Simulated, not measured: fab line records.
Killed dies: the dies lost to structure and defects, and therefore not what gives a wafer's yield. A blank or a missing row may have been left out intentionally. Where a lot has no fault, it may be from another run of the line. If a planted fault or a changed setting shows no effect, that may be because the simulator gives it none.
Which of the tools did it? + flow n5_finfet + 41 wafers from 14 lots sampled at 6 of the route's 1938 steps

== WHAT EACH GAUGE READ, for each wafer ==
N5_BEOL_M4_THK_MEAS_01.
| lot  | measured     | on            | M4_ILD_THK (nm) |
|------|--------------|---------------|-----------------|
| L579 | day 7 09:41  | film_metro-02 | 79.6 78.4 79.9  |
| L580 | day 8 06:23  | film_metro-01 | 78.0 76.3 77.3  |
| L581 | day 8 17:29  | film_metro-02 | 77.2 75.9 77.9  |
| L585 | day 9 03:32  | film_metro-01 | 78.4 79.1 79.9  |
| L587 | day 9 22:13  | film_metro-01 | 78.1 28.7 79.6  |
| L588 | day 10 00:48 | film_metro-01 | 78.2 77.8 27.3  |
| L592 | day 11 01:55 | film_metro-02 | 78.5 77.4 78.3  |
| L594 | day 11 09:32 | film_metro-02 | 79.3 80.0 79.3  |
| L596 | day 11 19:26 | film_metro-02 | 78.9 80.1 81.2  |
| L598 | day 12 08:18 | film_metro-01 | 78.0 78.7 79.6  |
| L599 | day 13 01:07 | film_metro-01 | 78.5 80.3 79.8  |
| L600 | day 13 10:22 | film_metro-01 | 78.5 80.6 80.0  |
| L601 | day 13 04:56 | film_metro-02 | 82.2 80.5       |
| L602 | day 13 20:25 | film_metro-01 | 77.2 77.4 77.7  |

N5_BEOL_M4_RC_MEAS_101.
| lot  | measured     | on        | DIBL_N (mV/V)  | DIBL_P (mV/V)  | IOFF_N (nA/um)    | IOFF_P (nA/um) | ION_N (uA/um) | ION_P (uA/um) | SS_N (mV/dec)  | SS_P (mV/dec)  | VT_N (mV)   | VT_P (mV)      |
|------|--------------|-----------|----------------|----------------|-------------------|----------------|---------------|---------------|----------------|----------------|-------------|----------------|
| L579 | day 8 07:52  | prober-02 | 36.7 37.2 35.3 | 36.3 36.8 34.4 | 0.153 0.171 0.142 | 0.21 0.23 0.18 | 667 673 666   | 459 459 461   | 71.6 71.7 71.2 | 72.7 73.6 72.6 | 251 250 252 | -252 -249 -251 |
| L580 | day 8 17:17  | prober-01 | 37.9 37.5 35.9 | 38.4 37.2 36.3 | 0.208 0.182 0.166 | 0.24 0.23 0.22 | 696 671 688   | 472 461 474   | 72.1 71.8 70.9 | 73.4 73.3 73.4 | 245 247 247 | -247 -248 -249 |
| L581 | day 9 02:08  | prober-02 | 34.0 36.0 33.7 | 33.8 37.2 33.5 | 0.141 0.186 0.142 | 0.19 0.26 0.19 | 683 685 678   | 462 468 465   | 71.2 71.9 70.4 | 72.1 73.3 72.3 | 250 245 249 | -250 -246 -250 |
| L585 | day 10 00:43 | prober-01 | 36.2 37.4 35.3 | 37.5 38.2 36.8 | 0.178 0.200 0.169 | 0.24 0.24 0.22 | 685 684 686   | 470 469 475   | 71.6 71.5 70.8 | 72.9 73.6 72.9 | 246 245 247 | -247 -246 -250 |
| L587 | day 10 09:34 | prober-01 | 36.5 37.2      | 35.5 35.3      | 0.148 0.156       | 0.22 0.22      | 666 662       | 462 453       | 71.8 71.4      | 73.4 73.3      | 252 254     | -249 -246      |
| L588 | day 10 08:38 | prober-01 | 34.8 36.7      | 33.6 35.2      | 0.122 0.161       | 0.17 0.18      | 652 677       | 450 459       | 71.1 71.2      | 73.1 73.7      | 255 248     | -256 -256      |
| L592 | day 11 15:58 | prober-02 | 40.4 35.7 37.5 | 41.2 35.2 37.8 | 0.250 0.151 0.180 | 0.28 0.19 0.21 | 700 672 685   | 466 460 466   | 72.0 70.9 71.6 | 74.0 72.9 73.3 | 243 250 250 | -248 -254 -252 |
| L594 | day 11 20:23 | prober-02 | 37.2 37.9 36.4 | 36.8 38.4 36.6 | 0.162 0.173 0.152 | 0.21 0.23 0.21 | 670 679 672   | 459 462 456   | 71.5 71.5 72.0 | 73.0 73.5 72.5 | 253 250 251 | -248 -249 -250 |
| L596 | day 12 03:52 | prober-01 | 35.5 37.5 35.3 | 35.8 39.5 35.7 | 0.158 0.209 0.144 | 0.20 0.26 0.20 | 681 700 661   | 464 476 460   | 70.7 71.8 71.2 | 73.1 73.2 72.8 | 246 242 249 | -251 -247 -250 |
| L598 | day 12 22:20 | prober-01 | 34.8 36.9 36.3 | 33.1 36.3 35.8 | 0.112 0.160 0.146 | 0.18 0.23 0.22 | 654 682 679   | 458 474 468   | 71.0 71.2 71.5 | 72.4 73.0 72.6 | 255 248 250 | -251 -247 -249 |
| L599 | day 13 17:22 | prober-01 | 34.4 33.9 36.7 | 34.9 34.4 37.3 | 0.137 0.128 0.166 | 0.18 0.18 0.21 | 666 659 675   | 456 456 459   | 71.0 71.1 71.2 | 72.7 72.4 73.2 | 251 252 250 | -253 -255 -253 |
| L600 | day 14 00:05 | prober-02 | 31.0 36.2 37.6 | 29.9 35.2 38.5 | 0.093 0.162 0.201 | 0.14 0.20 0.26 | 657 678 679   | 459 460 464   | 69.6 71.8 71.5 | 71.6 73.4 73.3 | 255 248 249 | -254 -250 -248 |
| L601 | day 14 00:10 | prober-01 | 36.4 37.0      | 38.0 39.4      | 0.163 0.172       | 0.20 0.22      | 666 676       | 459 464       | 71.1 71.1      | 73.1 73.1      | 246 249     | -252 -251      |
| L602 | day 14 08:04 | prober-02 | 36.7 37.4 35.5 | 38.3 38.4 37.9 | 0.173 0.189 0.159 | 0.21 0.22 0.21 | 680 674 683   | 466 461 462   | 72.6 71.5 72.3 | 73.2 73.3 72.8 | 247 246 249 | -251 -251 -250 |

== EACH LOT AND THE TOOL THAT RAN IT (in order: tool; ch and the chambers of the sampled wafers; start) ==
| lot  | N5_BEOL_M3_ANNEAL_80         | N5_BEOL_M3_SPUTTER_92        | N5_BEOL_M3_PRE_CLEAN_60          | N5_BEOL_M4_ILD_DEP_00           |
|------|------------------------------|------------------------------|----------------------------------|---------------------------------|
| L579 | pvd_sputter-02, day 7 05:54  | pvd_sputter-02, day 7 06:55  | cvd_co-02 ch 0,2, day 7 09:19    | pecvd-02 ch 0,1,2, day 7 09:37  |
| L580 | pvd_sputter-01, day 7 18:17  | pvd_sputter-01, day 7 19:19  | cvd_co-01 ch 0,1,2, day 8 06:02  | pecvd-02 ch 1,2, day 8 06:19    |
| L581 | pvd_sputter-01, day 8 11:56  | pvd_sputter-01, day 8 12:58  | cvd_co-01 ch 1,2, day 8 17:07    | pecvd-03 ch 0,2, day 8 17:25    |
| L585 | pvd_sputter-02, day 9 00:54  | pvd_sputter-02, day 9 01:55  | cvd_co-02 ch 0,1,2, day 9 03:11  | pecvd-02 ch 0,1,2, day 9 03:28  |
| L587 | pvd_sputter-03, day 9 19:06  | pvd_sputter-03, day 9 20:07  | cvd_co-02 ch 1,2, day 9 21:49    | pecvd-03 ch 0,1, day 9 22:07    |
| L588 | pvd_sputter-01, day 9 22:02  | pvd_sputter-01, day 9 23:03  | cvd_co-01 ch 0,1, day 10 00:26   | pecvd-03 ch 0,1, day 10 00:43   |
| L592 | pvd_sputter-03, day 10 23:10 | pvd_sputter-03, day 11 00:11 | cvd_co-02 ch 0, day 11 01:30     | pecvd-01 ch 1,2, day 11 01:50   |
| L594 | pvd_sputter-03, day 11 06:50 | pvd_sputter-03, day 11 07:52 | cvd_co-02 ch 0,2, day 11 09:07   | pecvd-01 ch 0,1,2, day 11 09:28 |
| L596 | pvd_sputter-01, day 11 16:48 | pvd_sputter-01, day 11 17:49 | cvd_co-01 ch 0,1,2, day 11 19:05 | pecvd-02 ch 0,1,2, day 11 19:22 |
| L598 | pvd_sputter-03, day 12 05:40 | pvd_sputter-03, day 12 06:41 | cvd_co-02 ch 0,2, day 12 07:56   | pecvd-02 ch 0,2, day 12 08:14   |
| L599 | pvd_sputter-02, day 12 22:27 | pvd_sputter-02, day 12 23:28 | cvd_co-02 ch 0,1,2, day 13 00:44 | pecvd-01 ch 0,1,2, day 13 01:04 |
| L600 | pvd_sputter-03, day 12 22:53 | pvd_sputter-03, day 13 08:44 | cvd_co-01 ch 0,1,2, day 13 09:59 | pecvd-01 ch 0,2, day 13 10:19   |
| L601 | pvd_sputter-02, day 13 02:12 | pvd_sputter-02, day 13 03:11 | cvd_co-02 ch 1,2, day 13 04:28   | pecvd-01 ch 1,2, day 13 04:52   |
| L602 | pvd_sputter-02, day 13 17:31 | pvd_sputter-02, day 13 18:40 | cvd_co-01 ch 0,1,2, day 13 20:03 | pecvd-03 ch 0,1,2, day 13 20:22 |
- N5_BEOL_M3_ANNEAL_80: time 240 s.
- N5_BEOL_M3_SPUTTER_92: material Cu, target thk 4.5 nm, time 8.29 s.
- N5_BEOL_M3_PRE_CLEAN_60: time 15 s.
- N5_BEOL_M4_ILD_DEP_00: deposits SiOC from DEMS/O2, target thk 79 nm, time 15.3 s.

== WHAT THE TOOLS THEMSELVES READ (means of the sampled wafers that have a number; where no wafer has one, the mark that the record gives instead) ==
N5_BEOL_M3_ANNEAL_80.
| lot  | tool           | heater_power_w (W) |
|------|----------------|--------------------|
| L579 | pvd_sputter-02 | 866                |
| L580 | pvd_sputter-01 | 786                |
| L581 | pvd_sputter-01 | 842                |
| L585 | pvd_sputter-02 | 731                |
| L587 | pvd_sputter-03 | 819                |
| L588 | pvd_sputter-01 | 775                |
| L592 | pvd_sputter-03 | 736                |
| L594 | pvd_sputter-03 | 804                |
| L596 | pvd_sputter-01 | 783                |
| L598 | pvd_sputter-03 | 773                |
| L599 | pvd_sputter-02 | 773                |
| L600 | pvd_sputter-03 | 825                |
| L601 | pvd_sputter-02 | 762                |
| L602 | pvd_sputter-02 | 852                |

N5_BEOL_M3_SPUTTER_92.
| lot  | tool           | throttle_valve_pct (%) |
|------|----------------|------------------------|
| L579 | pvd_sputter-02 | 29.6                   |
| L580 | pvd_sputter-01 | 29.7                   |
| L581 | pvd_sputter-01 | 31.3                   |
| L585 | pvd_sputter-02 | 30.2                   |
| L587 | pvd_sputter-03 | 31.0                   |
| L588 | pvd_sputter-01 | 29.7                   |
| L592 | pvd_sputter-03 | 29.4                   |
| L594 | pvd_sputter-03 | 29.6                   |
| L596 | pvd_sputter-01 | 30.2                   |
| L598 | pvd_sputter-03 | 30.8                   |
| L599 | pvd_sputter-02 | 30.2                   |
| L600 | pvd_sputter-03 | 28.6                   |
| L601 | pvd_sputter-02 | 30.5                   |
| L602 | pvd_sputter-02 | 30.1                   |

N5_BEOL_M3_PRE_CLEAN_60.
| lot  | tool      | heater_power_w (W) |
|------|-----------|--------------------|
| L579 | cvd_co-02 | 98                 |
| L580 | cvd_co-01 | 99                 |
| L581 | cvd_co-01 | 101                |
| L585 | cvd_co-02 | 106                |
| L587 | cvd_co-02 | 113                |
| L588 | cvd_co-01 | 98                 |
| L592 | cvd_co-02 | 84                 |
| L594 | cvd_co-02 | 100                |
| L596 | cvd_co-01 | 102                |
| L598 | cvd_co-02 | 116                |
| L599 | cvd_co-02 | 109                |
| L600 | cvd_co-01 | 100                |
| L601 | cvd_co-02 | 122                |
| L602 | cvd_co-01 | 101                |

N5_BEOL_M4_ILD_DEP_00.
| lot  | tool     | heater_power_w (W) | showerhead_plenum_p_Torr (Torr) | throttle_valve_pct (%) |
|------|----------|--------------------|---------------------------------|------------------------|
| L579 | pecvd-02 | 491                | 5.695                           | 11.5                   |
| L580 | pecvd-02 | 474                | 5.695                           | 11.3                   |
| L581 | pecvd-03 | 433                | 5.692                           | 11.8                   |
| L585 | pecvd-02 | 433                | 5.694                           | 11.6                   |
| L587 | pecvd-03 | 434                | 5.688                           | 12.0                   |
| L588 | pecvd-03 | 431                | 5.684                           | 12.2                   |
| L592 | pecvd-01 | 504                | 5.705                           | 12.5                   |
| L594 | pecvd-01 | 468                | 5.689                           | 12.7                   |
| L596 | pecvd-02 | 462                | 5.695                           | 11.7                   |
| L598 | pecvd-02 | 479                | 5.693                           | 12.3                   |
| L599 | pecvd-01 | 469                | 5.692                           | 12.6                   |
| L600 | pecvd-01 | 483                | 5.706                           | 12.0                   |
| L601 | pecvd-01 | 526                | 5.705                           | 13.2                   |
| L602 | pecvd-03 | 457                | 5.695                           | 12.0                   |

== THE ANSWER, worked out from the rows above alone ==
Rule: what is usual is taken from the lots themselves. Put in order of their means at a reading, lots are off if they are a third of the lots or fewer, leave a main group of 4 or more, and stand apart from it by a gap of 3 or more times the standard deviation of the main group's means; of several such gaps the widest counts. The tables above print the reading to a certain number of digits; a main group whose means all agree to those digits is not used. Also off: a lot with no number at a reading for which 4 or more lots have one. Any other lot the step has rows for is counted as sound. The gauges are gone through in route order, then the tools' own readings, and for those a lot's mean is taken as printed above. The first step at which some lot is off is used, and at that step the reading that is off furthest; a lot without a number counts as furthest.
Off: L587, L588, at N5_BEOL_M4_THK_MEAS_01 (M4_ILD_THK). For the main group the mean is 78.9 nm and the standard deviation 1.2.
If a tool, at a process step before that reading, ran all the lots that are off and no sound lot after the first of them, it fits. Those tools and the gauges at N5_BEOL_M4_THK_MEAS_01 are tried in the same way. No candidate that was tried fits.

== WHAT HAD BEEN PUT IN BY THE SIMULATOR ==
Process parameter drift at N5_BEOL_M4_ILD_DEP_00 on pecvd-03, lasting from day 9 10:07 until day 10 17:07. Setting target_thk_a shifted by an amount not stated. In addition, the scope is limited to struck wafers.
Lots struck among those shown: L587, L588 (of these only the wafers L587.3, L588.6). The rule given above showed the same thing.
